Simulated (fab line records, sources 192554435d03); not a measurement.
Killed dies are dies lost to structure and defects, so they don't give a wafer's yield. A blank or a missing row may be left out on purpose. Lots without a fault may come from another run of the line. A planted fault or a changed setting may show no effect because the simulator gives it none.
Which tool did it? | flow n5_finfet | 10 lots, 28 wafers sampled, at 3 steps of a route of 1938

WHAT THE GAUGES READ, wafer by wafer
N5_BEOL_M4_RC_MEAS_101.
lot  | measured     | on        | CJ_N
L509 | day 8 11:50  | prober-01 | 4.37 4.41
L510 | day 8 20:54  | prober-02 | 4.38 4.55 4.56
L512 | day 9 03:10  | prober-01 | 4.20 4.06 4.26
L514 | day 9 14:29  | prober-02 | 4.50 4.28 4.40
L517 | day 10 20:43 | prober-01 | 4.45 4.41 4.45
L518 | day 10 13:26 | prober-02 | 4.50 4.26 4.45
L519 | day 10 22:04 | prober-01 | 4.53 4.31 4.31
L524 | day 11 17:25 | prober-01 | 4.36 4.30 4.25
L529 | day 13 10:24 | prober-02 | 2.70 4.32
L531 | day 13 14:08 | prober-01 | 2.69 4.45 4.34

WHICH TOOL RAN EACH LOT (tool, then ch and the chambers of the sampled wafers, then the start)
lot  | N5_SD_EPI_N_SD_RECESS_17        | N5_BEOL_M4_SPUTTER_94
L509 | rie_si-05 ch 0,1, day 3 00:34   | pvd_sputter-02, day 8 10:19
L510 | rie_si-05 ch 0,2,3, day 3 07:31 | pvd_sputter-01, day 8 19:15
L512 | rie_si-05 ch 1,2, day 3 19:34   | pvd_sputter-02, day 9 01:41
L514 | rie_si-03 ch 1,2,3, day 4 07:56 | pvd_sputter-03, day 9 12:40
L517 | rie_si-05 ch 0,3, day 5 02:59   | pvd_sputter-03, day 10 19:14
L518 | rie_si-05 ch 1,2,3, day 5 06:56 | pvd_sputter-03, day 10 11:34
L519 | rie_si-03 ch 2,3, day 5 14:34   | pvd_sputter-01, day 10 20:36
L524 | rie_si-05 ch 0,2,3, day 6 21:19 | pvd_sputter-01, day 11 15:57
L529 | rie_si-05 ch 0,1, day 8 00:29   | pvd_sputter-02, day 13 08:48
L531 | rie_si-05 ch 0,1,3, day 8 14:36 | pvd_sputter-01, day 13 12:49
- N5_SD_EPI_N_SD_RECESS_17: chemistry HBr/Cl2/O2, target depth 41 nm, time 23.7 s, bt time 3 s.
- N5_BEOL_M4_SPUTTER_94: material Cu, target thk 4.5 nm, time 8.29 s.

THE ANSWER, worked out from the rows above alone
Rule: what is usual is taken from the lots themselves. Put in order of their means at a reading, lots are off if they are a third of the lots or fewer, leave a main group of 4 or more, and stand apart from it by a gap of 3 or more times the standard deviation of the main group's means; of several such gaps the widest counts. A main group whose means are all the same, to the digits that the tables above print for the reading, isn't used. A lot without any number at a reading at which 4 lots or more have one is off too. The other lots that the step has rows for count as sound.
Off: L529, L531, at N5_BEOL_M4_RC_MEAS_101 (CJ_N). The main group: mean 4.37, standard deviation 0.091.
A tool fits if, at a process step before that reading, it ran every lot that is off, and no sound lot after the first of them. The gauges at N5_BEOL_M4_RC_MEAS_101 are tried like those tools. One fits: rie_si-05 at N5_SD_EPI_N_SD_RECESS_17. Its last sound lot is L524 (day 6 21:19), its first lot that is off L529 (day 8 00:29): a fault that began between those two fits.

WHAT THE SIMULATOR HAD PUT IN
Process parameter drift: rie_si-05, from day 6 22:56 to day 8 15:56, at N5_SD_EPI_N_SD_RECESS_17. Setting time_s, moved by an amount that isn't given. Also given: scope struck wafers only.
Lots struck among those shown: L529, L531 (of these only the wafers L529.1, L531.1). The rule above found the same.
